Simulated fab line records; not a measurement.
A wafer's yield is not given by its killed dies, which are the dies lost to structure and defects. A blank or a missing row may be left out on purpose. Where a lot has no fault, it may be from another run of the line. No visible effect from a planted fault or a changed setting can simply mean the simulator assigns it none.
fab line records	flow nand-harc
[record] lots = 24	wafers = 72	last-day = 24
route steps=1159 shown P_GATE@202 P_CONTACT@219
lots untouched by any fault: they come from a run of this same line in which no faults occurred
start-h: hours from the record's first day to the start of the lot's first wafer shown	wait-h: hours elapsed since this lot's preceding step	" unchanged from the row above	L1.1+2: several wafers, shown together as one row	- either no value or no given start	* or withheld: withheld	< > ~ a bound
route shown NAME@n: names a module that has steps shown in the file, with the first one's number in the route	usual: mean/standard deviation taken from wafers without a fault	same: alike in all rows	chamber/n: place in a boat	sites: per-site readings	_std_site: the values' standard deviation	_edge_site: mean of outer sites minus mean of inner sites	radius-mm: how far each site lies from the wafer's centre	mask NAME#n: copy n	behind: tool/chamber where the wafer was last shaped	hold: the reason the lot was held/the length of the hold in hours/how it ended	device: transistor that didn't switch, given as n, p or np	end of line: the route-end tests of the same wafers	a step with no rows: only its recipe	killed: not the wafer's yield, but the dies lost to structure and defects at the first sort	map: a wafer's dies, marking killed ones x, the rest . and places with no die _
set.NAME: the run value of the setting; set.NAME@STEP: its run value at that earlier step	model.NAME: the simulator's own value behind a step, which no gauge read
the route's steps for a sample of lots (tables are steps, rows are wafers)
services: when a tool's chamber went out of use (start-h, in hours from the record's first day, below 0 if earlier), for how many hours, and the reason
[[steps]]
[step NHARC_P_GATE_DESCUM_93]
[recipe] time-s = 3	o2-flow-sccm = 200	ar-flow-sccm = 0	bias-power-w = 0	chemistry = O2
[usual] drypump-motor-current-A = 5.8/0.46	o2-flow-sccm = 200.0/0.57	oes-product-au = 1.002/0.0075	rf-vpp-V = 57.9/0.84	showerhead-plenum-p-Torr = 1.91/0.095	throttle-valve-pct = 11.311/0.0087
lot.wafer	tool	chamber	start-h	wait-h	drypump-motor-current-A	o2-flow-sccm	oes-product-au	rf-hours-counter-h	rf-vpp-V	showerhead-plenum-p-Torr	throttle-valve-pct
L074.4	rie-diel-01	2	104.38	-	5.6	199.8	0.999	25	57.5	1.81	11.323
L074.5	"	3	"	"	5.6	200.2	1.009	-	58.8	2.01	11.307
L074.6	"	0	"	"	5.3	200.3	1.015	-	59.3	1.97	11.308
L075.4	rie-diel-01	0	113.34	-	5.3	198.9	1.000	28	57.2	1.97	11.325
L075.6	"	1	"	"	5.7	199.9	1.001	-	56.9	2.00	11.308
L075.5	"	2	"	"	5.5	200.1	1.002	-	58.1	1.81	11.310
L076.3	rie-diel-04	0	125.08	-	5.9	200.4	1.006	1	57.3	1.98	11.324
L076.4	"	2	"	"	5.6	201.4	1.006	1	56.3	1.80	11.303
L076.1	"	3	"	"	6.1	200.3	1.012	1	59.0	2.03	11.306
L077.2	rie-diel-03	1	125.43	-	6.4	200.7	0.998	27	56.7	1.82	11.327
L077.1	"	2	"	"	6.7	199.3	1.006	27	57.9	1.92	11.298
L077.6	"	0	"	"	5.2	200.3	1.018	-	57.0	1.79	11.313
L079.2	rie-diel-01	3	128.19	-	5.6	199.0	1.008	28	58.0	2.01	11.304
L079.6	"	3	"	"	5.6	199.3	1.007	-	58.5	2.01	11.305
L079.5	"	0	"	"	5.3	200.3	1.010	-	57.3	1.97	11.310
L078.2	rie-diel-01	0	131.25	-	5.3	199.1	1.002	30	58.8	1.97	11.291
L078.1	"	1	"	"	5.7	199.9	0.996	30	57.7	2.00	11.320
L078.5	"	2	"	"	5.5	200.0	0.996	-	58.1	1.81	11.319
L080.3	rie-diel-03	1	145.34	-	6.4	198.4	0.990	35	58.7	1.81	11.305
L080.5	"	0	"	"	5.3	200.7	0.989	-	58.3	1.79	11.314
L080.6	"	1	"	"	6.4	199.6	0.995	-	58.6	1.81	11.303
L083.1	rie-diel-01	1	161.32	-	5.7	200.5	1.017	2	58.3	1.99	11.299
L083.2	"	3	"	"	5.6	200.4	1.001	2	58.7	2.01	11.303
L083.5	"	0	"	"	5.3	200.1	1.007	-	57.8	1.97	11.310
L081.4	rie-diel-01	2	162.40	-	5.6	200.5	1.010	2	57.9	1.81	11.314
L081.2	"	3	"	"	5.6	200.7	1.013	2	57.9	2.01	11.307
L081.6	"	0	"	"	5.3	200.0	1.011	-	57.7	1.97	11.309
L082.1	rie-diel-01	2	167.40	-	5.5	200.6	0.982	3	57.2	1.81	11.308
L082.4	"	3	"	"	5.6	200.4	0.997	3	59.4	2.01	11.302
L082.5	"	1	"	"	5.7	199.5	0.991	-	59.7	1.99	11.296
L085.3	rie-diel-04	3	170.90	-	6.0	199.7	0.993	19	57.4	2.03	11.310
L085.1	"	0	"	"	5.9	200.5	0.998	18	57.1	1.97	11.318
L085.6	"	3	"	"	6.1	199.8	1.003	-	59.0	2.03	11.313
L084.3	rie-diel-04	1	171.25	-	6.1	199.2	0.997	17	57.4	1.78	11.324
L084.1	"	3	"	"	6.0	199.7	0.997	19	59.1	2.03	11.339
L084.2	"	0	"	"	5.9	200.8	1.008	18	57.9	1.97	11.314
L087.1	rie-diel-04	2	186.15	-	5.6	200.3	0.998	26	57.1	1.79	11.313
L087.6	"	0	"	"	5.9	200.4	1.007	-	57.3	1.97	11.309
L087.5	"	1	"	"	6.1	200.2	1.017	-	57.2	1.77	11.299
L086.2	rie-diel-03	2	187.21	-	6.7	200.2	0.991	50	57.4	1.91	11.299
L086.1	"	0	"	"	5.3	200.1	0.998	53	56.8	1.78	11.315
L086.6	"	2	"	"	6.7	199.6	1.002	-	59.0	1.91	11.316
L089.1	rie-diel-01	1	196.35	-	5.7	199.7	1.001	7	58.4	1.99	11.326
L089.4	"	3	"	"	5.6	200.4	1.004	7	57.7	2.01	11.305
L089.2	"	0	"	"	5.3	200.5	1.006	7	58.6	1.97	11.318
L088.4	rie-diel-03	0	198.53	-	5.3	200.4	0.984	57	58.0	1.78	11.294
L088.1	"	1	"	"	6.4	199.2	1.000	55	56.4	1.81	11.324
L088.6	"	3	"	"	6.4	198.8	0.995	-	57.5	2.03	11.314
L090.3	rie-diel-03	3	202.77	-	6.4	200.6	1.013	53	58.3	2.03	11.310
L090.1	"	0	"	"	5.3	200.3	1.014	58	58.2	1.78	11.324
L090.6	"	2	"	"	6.7	199.8	1.003	-	57.9	1.91	11.313
L092.2	rie-diel-03	2	211.39	-	6.7	199.7	1.001	57	57.7	1.91	11.314
L092.3	"	0	"	"	5.3	200.9	1.004	60	56.5	1.78	11.312
L092.4	"	1	"	"	6.4	200.2	1.003	58	58.5	1.81	11.310
L091.3	rie-diel-03	1	213.57	-	6.4	199.6	0.998	59	56.4	1.81	11.303
L091.4	"	3	"	"	6.4	201.2	1.012	56	59.3	2.03	11.315
L091.6	"	2	"	"	6.7	199.7	1.006	-	57.6	1.91	11.316
L093.3	rie-diel-01	3	218.84	-	5.6	200.3	1.003	13	58.1	2.01	11.306
L093.1	"	1	"	"	5.7	198.8	0.986	13	58.3	1.99	11.305
L093.6	"	2	"	"	5.6	199.8	0.985	-	57.3	1.81	11.317
L095.3	rie-diel-01	1	227.70	-	5.7	199.1	1.001	15	58.9	1.99	11.305
L095.4	"	2	"	"	5.6	199.3	1.002	15	58.3	1.81	11.316
L095.1	"	3	"	"	5.6	200.0	0.991	14	58.3	2.01	11.320
L094.3	rie-diel-01	2	228.45	-	5.5	200.4	0.991	15	57.1	1.81	11.320
L094.4	"	0	"	"	5.3	198.7	1.001	13	58.1	1.97	11.320
L094.1	"	1	"	"	5.7	200.3	0.993	15	58.5	1.99	11.304
L097.4	rie-diel-03	0	237.22	-	5.3	200.9	1.008	6	57.6	1.78	11.304
L097.2	"	2	"	"	6.7	199.8	1.006	5	57.8	1.91	11.313
L097.5	"	0	"	"	5.2	200.5	1.001	-	56.1	1.78	11.329
L096.4	rie-diel-01	2	240.47	-	5.5	199.5	1.001	15	57.3	1.81	11.318
L096.2	"	3	"	"	5.6	199.9	0.998	15	58.2	2.01	11.309
L096.6	"	0	"	"	5.3	199.0	1.003	-	56.8	1.97	11.307
[step NHARC_P_GATE_RTA_64]
[recipe] temp-c = 1050	time-s = 1
[usual] lamp-power-pct = 29.9/0.71	lamp_zone_5_pct = 29.9/0.71	wafer_temp_C_max = 1055.6/1.3
lot.wafer	tool	chamber	start-h	wait-h	lamp-power-pct	lamp_zone_5_pct	wafer_temp_C_max
L074.4	rtp-anneal-02	0	106.37	-	30.5	30.5	1056.5
L074.5	"	0	"	"	30.4	30.5	1057.2
L074.6	"	0	"	"	30.5	30.4	1057.8
L075.4	rtp-anneal-01	0	115.16	-	29.0	28.9	1055.2
L075.5	"	0	"	"	29.0	28.9	1054.3
L075.6	"	0	"	"	29.0	29.0	1054.3
L076.1	rtp-anneal-02	0	127.00	-	30.4	30.4	1056.3
L076.3	"	0	"	"	30.4	30.4	1056.4
L076.4	"	0	"	"	30.4	30.5	1056.8
L077.1	rtp-anneal-02	0	127.21	-	30.4	30.4	1055.5
L077.2	"	0	"	"	30.4	30.5	1057.0
L077.6	"	0	"	"	30.5	30.5	1054.9
L079.2	rtp-anneal-02	0	129.92	-	30.4	30.4	1056.0
L079.5	"	0	"	"	30.4	30.4	1057.5
L079.6	"	0	"	"	30.4	30.4	1057.1
L078.1	rtp-anneal-01	0	132.88	-	29.0	29.0	1054.0
L078.2	"	0	"	"	29.0	29.0	1054.6
L078.5	"	0	"	"	29.0	29.0	1054.6
L080.3	rtp-anneal-02	0	147.04	-	30.4	30.4	1055.8
L080.5	"	0	"	"	30.4	30.3	1057.2
L080.6	"	0	"	"	30.4	30.4	1056.8
L083.1	rtp-anneal-01	0	163.10	-	28.9	29.0	1054.9
L083.2	"	0	"	"	28.9	29.0	1053.5
L083.5	"	0	"	"	29.0	29.0	1055.2
L081.2	rtp-anneal-01	0	164.05	-	28.9	29.0	1054.9
L081.4	"	0	"	"	29.0	28.9	1055.3
L081.6	"	0	"	"	29.0	28.9	1055.2
L082.1	rtp-anneal-02	0	169.02	-	30.5	30.4	1055.2
L082.4	"	0	"	"	30.5	30.5	1056.8
L082.5	"	0	"	"	30.4	30.5	1055.9
L085.1	rtp-anneal-02	0	172.59	-	30.4	30.4	1056.8
L085.3	"	0	"	"	30.4	30.4	1055.9
L085.6	"	0	"	"	30.4	30.5	1057.5
L084.1	rtp-anneal-02	0	173.27	-	30.4	30.4	1055.8
L084.2	"	0	"	"	30.4	30.4	1056.9
L084.3	"	0	"	"	30.5	30.4	1057.1
L087.1	rtp-anneal-01	0	188.24	-	29.0	28.9	1056.2
L087.5	"	0	"	"	28.9	28.9	1054.8
L087.6	"	0	"	"	28.9	28.9	1055.7
L086.1	rtp-anneal-02	0	189.60	-	30.4	30.4	1056.4
L086.2	"	0	"	"	30.4	30.4	1053.4
L086.6	"	0	"	"	30.4	30.4	1054.2
L089.1	rtp-anneal-01	0	198.01	-	28.9	29.0	1054.1
L089.2	"	0	"	"	29.0	28.9	1053.4
L089.4	"	0	"	"	28.9	29.0	1055.1
L088.1	rtp-anneal-02	0	200.16	-	30.3	30.4	1055.7
L088.4	"	0	"	"	30.4	30.3	1059.5
L088.6	"	0	"	"	30.3	30.3	1054.4
L090.1	rtp-anneal-01	0	204.55	-	29.0	28.9	1054.1
L090.3	"	0	"	"	29.0	28.9	1056.6
L090.6	"	0	"	"	28.9	28.9	1054.8
L092.2	rtp-anneal-02	0	213.05	-	30.5	30.4	1056.6
L092.3	"	0	"	"	30.4	30.4	1056.4
L092.4	"	0	"	"	30.4	30.5	1056.5
L091.3	rtp-anneal-02	0	215.26	-	30.5	30.4	1054.6
L091.4	"	0	"	"	30.5	30.4	1055.6
L091.6	"	0	"	"	30.5	30.4	1054.9
L093.1	rtp-anneal-02	0	220.50	-	30.5	30.5	1055.7
L093.3	"	0	"	"	30.5	30.5	1055.4
L093.6	"	0	"	"	30.4	30.4	1055.8
L095.1	rtp-anneal-01	0	229.54	-	28.9	29.0	1053.8
L095.3	"	0	"	"	28.9	29.0	1054.1
L095.4	"	0	"	"	28.9	29.0	1053.8
L094.1	rtp-anneal-01	0	230.11	-	28.9	28.9	1055.3
L094.3	"	0	"	"	29.0	28.9	1054.4
L094.4	"	0	"	"	28.9	28.9	1055.2
L097.2	rtp-anneal-02	0	238.93	-	30.4	30.5	1055.9
L097.4	"	0	"	"	30.4	30.4	1053.8
L097.5	"	0	"	"	30.5	30.4	1057.6
L096.2	rtp-anneal-02	0	242.12	-	30.4	30.4	1054.3
L096.4	"	0	"	"	30.4	30.4	1055.2
L096.6	"	0	"	"	30.4	30.3	1057.9
[step NHARC_P_GATE_DEGAS_109]
[recipe] temp-c = 300	time-s = 60
[usual] heater-power-w = 457/34
lot.wafer	tool	chamber	start-h	wait-h	heater-power-w
L074.4	pvd-sputter-02	-	106.63	0.1	494
L074.6	"	-	"	"	409
L074.5	"	-	"	"	506
L075.4	pvd-sputter-03	-	115.38	0.1	462
L075.6	"	-	"	"	456
L075.5	"	-	"	"	472
L076.1	pvd-sputter-02	-	127.32	0.1	411
L076.4	"	-	"	"	496
L076.3	"	-	"	"	407
L077.1	pvd-sputter-01	-	127.52	0.1	449
L077.2	"	-	"	"	495
L077.6	"	-	"	"	399
L079.2	pvd-sputter-01	-	130.22	0.1	439
L079.5	"	-	"	"	494
L079.6	"	-	"	"	463
L078.1	pvd-sputter-03	-	133.20	0.1	410
L078.2	"	-	"	"	457
L078.5	"	-	"	"	478
L080.3	pvd-sputter-03	-	147.29	0.1	455
L080.6	"	-	"	"	478
L080.5	"	-	"	"	421
L083.1	pvd-sputter-03	-	163.41	0.1	461
L083.2	"	-	"	"	476
L083.5	"	-	"	"	451
L081.4	pvd-sputter-03	-	164.32	0.1	470
L081.2	"	-	"	"	468
L081.6	"	-	"	"	475
L082.4	pvd-sputter-02	-	169.32	0.1	505
L082.1	"	-	"	"	404
L082.5	"	-	"	"	499
L085.1	pvd-sputter-03	-	172.91	0.1	459
L085.3	"	-	"	"	468
L085.6	"	-	"	"	468
L084.1	pvd-sputter-03	-	173.57	0.1	422
L084.3	"	-	"	"	473
L084.2	"	-	"	"	473
L087.1	pvd-sputter-03	-	188.56	0.1	477
L087.6	"	-	"	"	469
L087.5	"	-	"	"	477
L086.2	pvd-sputter-02	-	189.90	0.1	412
L086.1	"	-	"	"	492
L086.6	"	-	"	"	530
L089.4	pvd-sputter-02	-	198.32	0.1	411
L089.2	"	-	"	"	476
L089.1	"	-	"	"	414
L088.4	pvd-sputter-01	-	200.46	0.1	450
L088.1	"	-	"	"	481
L088.6	"	-	"	"	486
L090.3	pvd-sputter-03	-	204.86	0.1	464
L090.1	"	-	"	"	462
L090.6	"	-	"	"	461
L092.2	pvd-sputter-03	-	213.32	0.1	472
L092.4	"	-	"	"	477
L092.3	"	-	"	"	458
L091.4	pvd-sputter-01	-	215.53	0.1	422
L091.3	"	-	"	"	461
L091.6	"	-	"	"	419
L093.1	pvd-sputter-01	-	220.81	0.1	494
L093.3	"	-	"	"	414
L093.6	"	-	"	"	435
L095.4	pvd-sputter-02	-	229.87	0.1	411
L095.1	"	-	"	"	483
L095.3	"	-	"	"	426
L094.1	pvd-sputter-02	-	230.41	0.1	492
L094.4	"	-	"	"	423
L094.3	"	-	"	"	477
L097.4	pvd-sputter-02	-	239.25	0.1	417
L097.2	"	-	"	"	428
L097.5	"	-	"	"	495
L096.2	pvd-sputter-01	-	242.40	0.1	473
L096.4	"	-	"	"	421
L096.6	"	-	"	"	487
[step NHARC_P_GATE_RTA_80]
[recipe] temp-c = 300	time-s = 30
[usual] wafer_temp_C_max = 301.5/0.41
lot.wafer	tool	chamber	start-h	wait-h	wafer_temp_C_max
L074.4	rtp-anneal-01	0	107.00	-	301.7
L074.5	"	0	"	"	301.1
L074.6	"	0	"	"	300.8
L075.4	rtp-anneal-02	0	115.76	-	301.6
L075.5	"	0	"	"	301.6
L075.6	"	0	"	"	302.0
L076.1	rtp-anneal-02	0	127.61	-	302.3
L076.3	"	0	"	"	301.7
L076.4	"	0	"	"	301.8
L077.1	rtp-anneal-02	0	127.84	-	301.5
L077.2	"	0	"	"	301.3
L077.6	"	0	"	"	301.3
L079.2	rtp-anneal-02	0	130.56	-	301.1
L079.5	"	0	"	"	301.8
L079.6	"	0	"	"	301.5
L078.1	rtp-anneal-02	0	133.49	-	301.9
L078.2	"	0	"	"	302.1
L078.5	"	0	"	"	301.6
L080.3	rtp-anneal-01	0	147.64	-	302.3
L080.5	"	0	"	"	301.6
L080.6	"	0	"	"	301.4
L083.1	rtp-anneal-01	0	163.70	-	301.3
L083.2	"	0	"	"	301.5
L083.5	"	0	"	"	301.6
L081.2	rtp-anneal-01	0	164.65	-	301.2
L081.4	"	0	"	"	301.1
L081.6	"	0	"	"	301.6
L082.1	rtp-anneal-01	0	169.65	-	301.3
L082.4	"	0	"	"	301.1
L082.5	"	0	"	"	301.3
L085.1	rtp-anneal-01	0	173.19	-	301.8
L085.3	"	0	"	"	301.1
L085.6	"	0	"	"	301.7
L084.1	rtp-anneal-02	0	173.90	-	301.8
L084.2	"	0	"	"	301.7
L084.3	"	0	"	"	301.8
L087.1	rtp-anneal-01	0	188.84	-	301.5
L087.5	"	0	"	"	301.1
L087.6	"	0	"	"	301.4
L086.1	rtp-anneal-02	0	190.20	-	301.8
L086.2	"	0	"	"	301.3
L086.6	"	0	"	"	300.9
L089.1	rtp-anneal-01	0	198.61	-	301.3
L089.2	"	0	"	"	301.6
L089.4	"	0	"	"	301.4
L088.1	rtp-anneal-01	0	200.78	-	302.1
L088.4	"	0	"	"	301.8
L088.6	"	0	"	"	301.3
L090.1	rtp-anneal-02	0	205.15	-	301.8
L090.3	"	0	"	"	301.3
L090.6	"	0	"	"	301.5
L092.2	rtp-anneal-02	0	213.64	-	301.6
L092.3	"	0	"	"	301.9
L092.4	"	0	"	"	301.5
L091.3	rtp-anneal-01	0	216.01	-	300.6
L091.4	"	0	"	"	301.5
L091.6	"	0	"	"	300.6
L093.1	rtp-anneal-02	0	221.11	-	302.8
L093.3	"	0	"	"	302.1
L093.6	"	0	"	"	302.5
L095.1	rtp-anneal-01	0	230.28	-	301.8
L095.3	"	0	"	"	301.3
L095.4	"	0	"	"	301.7
L094.1	rtp-anneal-01	0	230.71	-	301.2
L094.3	"	0	"	"	301.4
L094.4	"	0	"	"	301.5
L097.2	rtp-anneal-02	0	239.57	-	301.4
L097.4	"	0	"	"	302.6
L097.5	"	0	"	"	302.4
L096.2	rtp-anneal-02	0	242.72	-	301.3
L096.4	"	0	"	"	301.8
L096.6	"	0	"	"	301.5
[step NHARC_P_CONTACT_CMP_01]
[recipe] target-thk-nm = 200	material = SiO2
[usual] motor-current-A = 12.2/1.1	retaining-ring-pressure-frac = 1.000/0.0051
lot.wafer	tool	chamber	start-h	wait-h	motor-current-A	retaining-ring-pressure-frac
L074.4	cmp-02	2	108.52	-	11.1	0.995
L074.6	"	3	"	"	11.8	0.994
L074.5	"	0	"	"	11.4	1.003
L075.4	cmp-04	2	117.16	-	11.1	0.989
L075.6	"	0	"	"	12.6	1.007
L075.5	"	1	"	"	12.3	0.993
L076.3	cmp-04	2	129.10	-	10.9	0.997
L076.1	"	3	"	"	10.9	1.001
L076.4	"	1	"	"	12.7	0.999
L077.1	cmp-01	1	129.42	-	10.9	0.997
L077.2	"	3	"	"	14.6	0.998
L077.6	"	1	"	"	11.5	0.994
L079.2	cmp-04	1	132.05	-	12.3	0.993
L079.6	"	2	"	"	11.2	0.994
L079.5	"	3	"	"	11.4	1.010
L078.1	cmp-01	0	134.92	-	11.8	1.003
L078.2	"	3	"	"	14.7	0.996
L078.5	"	1	"	"	11.3	1.001
L080.3	cmp-01	2	149.12	-	12.2	0.993
L080.5	"	3	"	"	14.7	0.996
L080.6	"	0	"	"	11.6	1.001
L083.1	cmp-01	3	165.19	-	15.0	0.992
L083.2	"	0	"	"	12.3	1.004
L083.5	"	3	"	"	15.5	0.997
L081.2	cmp-04	1	166.08	-	12.2	1.005
L081.4	"	2	"	"	11.1	1.003
L081.6	"	1	"	"	11.9	1.008
L082.4	cmp-01	3	171.13	-	15.6	0.995
L082.1	"	0	"	"	11.6	1.010
L082.5	"	2	"	"	12.3	0.996
L085.1	cmp-02	1	174.97	0.5	13.1	1.006
L085.3	"	2	"	"	13.6	1.000
L085.6	"	3	"	"	12.3	1.009
L084.3	cmp-04	3	175.49	-	10.6	0.997
L084.2	"	0	"	"	13.3	0.999
L084.1	"	1	"	"	11.7	0.993
L087.1	cmp-04	3	190.41	-	10.6	1.000
L087.6	"	2	"	"	11.8	1.006
L087.5	"	3	"	"	11.5	0.997
L086.1	cmp-02	2	191.63	-	11.9	1.000
L086.2	"	3	"	"	13.1	1.000
L086.6	"	3	"	"	12.2	0.996
L089.2	cmp-04	0	200.05	-	12.3	0.995
L089.4	"	2	"	"	11.3	1.004
L089.1	"	3	"	"	11.0	0.994
L088.1	cmp-01	1	202.25	-	10.8	1.003
L088.4	"	2	"	"	11.9	1.003
L088.6	"	0	"	"	12.1	0.999
L090.1	cmp-01	2	206.64	-	12.1	1.006
L090.3	"	3	"	"	14.8	1.001
L090.6	"	2	"	"	11.8	1.001
L092.2	cmp-01	2	215.05	-	12.2	1.003
L092.3	"	3	"	"	14.7	0.999
L092.4	"	1	"	"	10.5	1.004
L091.4	cmp-02	1	217.39	-	12.6	0.998
L091.3	"	3	"	"	12.4	1.002
L091.6	"	2	"	"	12.4	0.996
L093.1	cmp-02	0	222.72	-	12.2	1.001
L093.3	"	1	"	"	12.0	1.009
L093.6	"	3	"	"	12.7	0.993
L095.1	cmp-04	1	231.71	-	12.3	1.006
L095.3	"	3	"	"	10.5	0.998
L095.4	"	0	"	"	13.1	0.999
L094.4	cmp-02	1	232.20	-	12.9	0.999
L094.3	"	2	"	"	12.2	0.998
L094.1	"	3	"	"	12.1	1.000
L097.2	cmp-04	0	240.98	-	14.0	1.005
L097.4	"	1	"	"	11.4	1.004
L097.5	"	1	"	"	11.6	0.999
L096.2	cmp-01	2	244.58	-	12.1	1.004
L096.4	"	3	"	"	14.8	0.997
L096.6	"	2	"	"	11.9	0.996
[step NHARC_P_CONTACT_ETCH_18]
[recipe] target-depth-a = 4810	time-s = 240.5	c4f8-flow-sccm = 20	o2-flow-sccm = 10	ar-flow-sccm = withheld	rf-w = 600	bias-w = 1500	chemistry = C4F8/O2/Ar
[usual] bias-w = 1500/4.7	oes-product-au = 0.964/0.017	rf-vpp-V = 980/4.6
lot.wafer	tool	chamber	start-h	wait-h	bias-w	oes-product-au	rf-hours-counter-h	rf-vpp-V
L074.4	rie-diel-13	3	-	-	1504	0.953	1	982
L074.5	"	2	"	"	1499	0.974	-	982
L074.6	"	3	"	"	1500	0.952	-	981
L075.4	rie-diel-13	2	-	-	1498	0.979	2	982
L075.5	"	2	"	"	1498	0.981	-	982
L075.6	"	3	"	"	1498	0.957	-	982
L076.1	rie-diel-12	1	-	-	1506	0.954	9	989
L076.4	"	2	"	"	1499	0.970	9	987
L076.3	"	3	"	"	1498	0.973	9	974
L077.1	rie-diel-13	2	-	-	1507	0.973	3	982
L077.2	"	1	"	"	1492	0.969	3	975
L077.6	"	3	"	"	1497	0.958	-	983
L079.2	rie-diel-13	1	-	-	1501	0.917	4	975
L079.5	"	2	"	"	1502	0.909	-	983
L079.6	"	3	"	"	1498	0.920	-	981
L078.2	rie-diel-11	0	-	-	1495	0.985	41	981
L078.1	"	1	"	"	1502	0.976	43	974
L078.5	"	0	"	"	1497	0.977	-	982
L080.3	rie-diel-12	3	-	-	1501	0.972	11	973
L080.5	"	3	"	"	1502	0.961	-	973
L080.6	"	0	"	"	1498	0.973	-	988
L083.1	rie-diel-13	1	-	-	1499	0.991	6	976
L083.2	"	2	"	"	1498	0.963	6	980
L083.5	"	2	"	"	1494	0.956	-	981
L081.4	rie-diel-13	0	-	-	1506	0.982	6	978
L081.2	"	2	"	"	1503	0.958	7	984
L081.6	"	0	"	"	1506	0.980	-	979
L082.4	rie-diel-13	3	-	-	1514	0.967	7	982
L082.1	"	1	"	"	1494	0.991	7	974
L082.5	"	0	"	"	1494	0.966	-	978
L085.1	rie-diel-11	0	-	-	1493	0.945	55	981
L085.3	"	2	"	"	1493	0.968	60	984
L085.6	"	0	"	"	1491	0.948	-	982
L084.2	rie-diel-13	3	-	-	1503	0.963	8	982
L084.3	"	1	"	"	1500	0.980	8	975
L084.1	"	2	"	"	1500	0.966	8	980
L087.1	rie-diel-13	0	-	-	1494	0.965	9	978
L087.5	"	2	"	"	1505	0.980	-	982
L087.6	"	3	"	"	1503	0.979	-	982
L086.2	rie-diel-12	0	-	-	1491	0.946	16	987
L086.1	"	2	"	"	1499	0.964	15	985
L086.6	"	1	"	"	1509	0.955	-	988
L089.1	rie-diel-12	3	-	-	1504	0.962	17	973
L089.2	"	1	"	"	1503	0.968	17	987
L089.4	"	1	"	"	1496	0.956	-	988
L088.1	rie-diel-13	0	-	-	1495	0.961	11	976
L088.4	"	2	"	"	1504	0.987	11	982
L088.6	"	0	"	"	1495	0.960	-	979
L090.3	rie-diel-13	1	-	-	1503	0.955	11	975
L090.1	"	0	"	"	1502	0.941	11	979
L090.6	"	2	"	"	1498	0.947	-	981
L092.3	rie-diel-13	3	-	-	1496	0.957	11	982
L092.4	"	1	"	"	1496	0.982	12	974
L092.2	"	2	"	"	1493	0.962	11	983
L091.4	rie-diel-13	0	-	-	1494	0.949	13	978
L091.3	"	3	"	"	1500	0.974	12	983
L091.6	"	0	"	"	1503	0.946	-	978
L093.3	rie-diel-13	3	-	-	1504	0.950	13	982
L093.1	"	2	"	"	1504	0.968	12	981
L093.6	"	0	"	"	1495	0.965	-	979
L095.1	rie-diel-13	3	-	-	1494	0.951	14	982
L095.3	"	1	"	"	1486	0.942	14	975
L095.4	"	2	"	"	1500	0.951	13	981
L094.3	rie-diel-13	2	233.69	-	1495	0.997	13	981
L094.1	"	3	"	"	1502	0.979	14	982
L094.4	"	0	"	"	1502	0.982	15	977
L097.4	rie-diel-12	3	-	-	1497	0.946	4	973
L097.2	"	1	"	"	1498	0.971	3	987
L097.5	"	0	"	"	1499	0.990	-	986
L096.4	rie-diel-11	1	-	-	1501	0.971	19	974
L096.2	"	3	"	"	1508	1.000	16	968
L096.6	"	1	"	"	1510	0.957	-	973
[[services]]
tool	chamber	start-h	hours	kind
cmp-01	-	81.50	4.0	pm
cmp-01	-	89.31	0.4	repair
cmp-04	-	96.99	6.2	repair
rie-diel-13	-	99.00	9.0	pm
pvd-sputter-03	-	102.00	10.0	pm
cmp-04	-	105.00	4.0	pm
rie-diel-03	3	123.73	5.0	repair
cmp-02	-	128.50	4.0	pm
rie-diel-01	-	137.83	9.0	pm
rie-diel-13	3	139.33	1.2	repair
pvd-sputter-01	-	158.00	10.0	pm
cmp-01	-	179.50	4.0	pm
cmp-01	-	195.28	1.1	repair
cmp-02	-	199.05	9.6	repair
cmp-04	-	203.00	4.0	pm
rie-diel-13	2	210.31	4.6	repair
pvd-sputter-02	-	214.00	10.0	pm
cmp-01	-	215.34	1.5	repair
rie-diel-03	-	215.43	9.0	pm
rie-diel-01	0	217.65	4.0	repair
pvd-sputter-03	-	221.53	4.7	repair
cmp-02	-	226.55	4.0	pm
cmp-04	-	234.70	0.9	repair
pvd-sputter-03	-	237.53	4.9	repair
[[key]]
fault none
